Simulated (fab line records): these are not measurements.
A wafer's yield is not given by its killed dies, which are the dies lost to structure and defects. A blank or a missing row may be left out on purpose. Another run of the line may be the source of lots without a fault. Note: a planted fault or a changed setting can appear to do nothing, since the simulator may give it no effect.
Chamber matching | flow nand harc | ald hk-04 running NHARC_A_CHANNEL_FILL_D1_ALD_02: 4 sister chambers
The step deposits SiO2, target thk 6 nm, pulse time 10 s, ald cycles 60. 8 wafers are shown with their chamber, then 11 later ones without.

EACH WAFER AND ITS CHAMBER
wafer  | chamber | heater power w (W) | precursor pulse height rel
L081.4 | 1       | 472                | 1.027
L091.4 | 2       | 407                | 0.993
L090.3 | 1       | 470                | 1.023
L090.6 | 0       | 444                | 0.996
L092.2 | 2       | 421                | 1.011
L092.5 | 0       | 441                | 0.983
L092.6 | 3       | 420                | 0.995
L093.1 | 3       | 412                | 0.971

WAFERS WHOSE CHAMBER IS MISSING
wafer  | heater power w (W) | precursor pulse height rel
L093.2 | 449                | 1.034
L093.4 | 418                | 0.994
L094.2 | 425                | 0.982
L094.4 | 460                | 1.003
L094.5 | 410                | 1.009
L095.2 | 476                | 1.024
L095.3 | 415                | 1.007
L095.6 | 413                | 0.994
L097.3 | 451                | 1.010
L097.5 | 479                | 1.015
L097.6 | 418                | 0.985

WHICH CHAMBER EACH WENT THROUGH
wafer  | from the rows above          | in truth
L093.2 | can't be placed: 1 or 0      | 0
L093.4 | can't be placed: 2 or 3      | 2
L094.2 | can't be placed: 3 or 2 or 0 | 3
L094.4 | can't be placed: 1 or 0      | 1
L094.5 | can't be placed: 2 or 3      | 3
L095.2 | 1                            | 1
L095.3 | can't be placed: 2 or 3      | 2
L095.6 | can't be placed: 2 or 3      | 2
L097.3 | can't be placed: 0 or 1      | 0
L097.5 | 1                            | 1
L097.6 | can't be placed: 3 or 2      | 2
Placed correctly: 2 of 11. Not placeable from these rows: 9 (in 9, the candidates include the true chamber). Wrongly placed: 0.
How it was worked out, from the rows above alone: a wafer's distance from a chamber is the root of the sum, over the readings, of the square of ((its reading less the chamber's mean) divided by the reading's scatter). The wafer belongs to the nearest chamber; if the next one is less than 2 further off, it can't be placed. For every chamber, the mean is computed from those of its wafers that are shown. The scatter: the root of (the sum of the squares of (reading less its chamber's mean) over the shown wafers, divided by (wafers less chambers)).
